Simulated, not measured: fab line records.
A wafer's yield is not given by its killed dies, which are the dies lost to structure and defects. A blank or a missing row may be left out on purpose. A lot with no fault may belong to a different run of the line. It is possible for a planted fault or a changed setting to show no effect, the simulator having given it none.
Matching of chambers | flow n5 finfet | 4 sister chambers for N5_BEOL_M7_ETCH_62 on rie diel-06
The step etches SOC in N2/H2, target depth 110 nm, overetch 22 nm, time 165 s. 4 wafers are shown with their chamber, then 7 later ones without.

== WAFERS, EACH WITH ITS CHAMBER ==
wafer  | chamber | showerhead plenum p Torr (Torr)
L079.2 | 3       | 2.33
L086.4 | 0       | 2.59
L093.1 | 1       | 2.48
L093.5 | 2       | 2.66

== WAFERS MISSING THEIR CHAMBER ==
wafer  | showerhead plenum p Torr (Torr)
L093.6 | 2.32
L094.2 | 2.58
L094.4 | 2.32
L094.6 | 2.58
L096.2 | 2.58
L096.4 | 2.31
L096.6 | 2.58

== WHICH CHAMBER EACH WENT THROUGH ==
wafer  | from the rows above | in truth
L093.6 | 3                   | 3
L094.2 | 0                   | 0
L094.4 | 3                   | 3
L094.6 | 0                   | 0
L096.2 | 0                   | 0
L096.4 | 3                   | 3
L096.6 | 0                   | 0
Correct placement for 7 of the 7. Number that these rows cannot place: 0. 0 placed wrongly.
How it was worked out, from the rows above alone: a wafer's distance from a chamber is the root of the sum, over the readings, of the square of ((its reading less the chamber's mean) divided by the reading's scatter). If the next closest chamber is less than 2 further off than the closest, the wafer can't be placed; otherwise it belongs to the closest. For every chamber, the mean is computed from those of its wafers that are shown. The scatter: with one shown wafer a chamber, the root of the mean of the squares of how far each hidden wafer lies from its nearest shown one.
